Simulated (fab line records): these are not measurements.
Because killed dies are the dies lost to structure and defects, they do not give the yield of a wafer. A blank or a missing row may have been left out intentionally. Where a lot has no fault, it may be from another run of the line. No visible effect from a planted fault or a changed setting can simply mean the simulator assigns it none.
Which tool did it? | flow nand_harc | 12 lots, 36 wafers sampled, at 2 steps of a route of 1302

## WHAT THE GAUGES READ, wafer by wafer
NHARC_P_M0_THK_MEAS_24: measures by xrf.
lot  | measured     | on            | thk_nm (nm)
L075 | day 6 15:46  | film_metro-02 | 119.2 117.0 117.3
L077 | day 7 08:23  | film_metro-02 | 118.0 117.1 116.9
L079 | day 8 13:59  | film_metro-02 | 117.1 118.3 118.2
L081 | day 9 00:40  | film_metro-01 | 113.1 117.2 114.9
L083 | day 10 01:58 | film_metro-01 | 117.1 118.1 118.9
L085 | day 10 18:40 | film_metro-02 | 118.3 121.2 117.4
L087 | day 11 11:43 | film_metro-01 | 118.0 119.1 115.4
L089 | day 12 17:14 | film_metro-01 | 120.4 121.6 117.0
L091 | day 13 04:35 | film_metro-02 | 119.8 115.7 118.4
L093 | day 14 02:13 | film_metro-02 | 117.1 117.8 119.2
L095 | day 14 19:22 | film_metro-01 | 116.1 114.2 115.7
L097 | day 15 19:46 | film_metro-02 | 117.5 116.8 115.9

## WHAT TOOL EACH LOT RAN ON (gives the tool, then ch and the chambers of the sampled wafers, and finally the start)
lot  | NHARC_P_M0_PVD_20
L075 | pvd_sputter-03, day 6 15:46 or earlier
L077 | pvd_sputter-03, day 7 08:23 or earlier
L079 | pvd_sputter-03, day 8 13:59 or earlier
L081 | pvd_sputter-02, day 9 00:40 or earlier
L083 | pvd_sputter-01, day 10 01:58 or earlier
L085 | pvd_sputter-03, day 10 18:40 or earlier
L087 | pvd_sputter-01, day 11 11:43 or earlier
L089 | pvd_sputter-01, day 12 17:14 or earlier
L091 | pvd_sputter-01, day 13 04:35 or earlier
L093 | pvd_sputter-03, day 14 02:13 or earlier
L095 | pvd_sputter-02, day 14 19:22 or earlier
L097 | pvd_sputter-02, day 15 19:46 or earlier
- NHARC_P_M0_PVD_20: deposits TaN, target thk 5 nm, time 8.06 s.

## THE ANSWER, worked out from the rows above alone
Rule: the usual values come from the lots themselves. Put in order of their means at a reading, lots are off if they are a third of the lots or fewer, leave a main group of 4 or more, and stand apart from it by a gap of 3 or more times the standard deviation of the main group's means; of several such gaps the widest counts. A main group whose means are all the same, to the digits that the tables above print for the reading, isn't used. A lot without any number at a reading at which 4 lots or more have one is off too. The other lots that the step has rows for count as sound.
Nothing can be told from this: no lot is off at any reading shown.

## WHAT HAD BEEN PUT IN BY THE SIMULATOR
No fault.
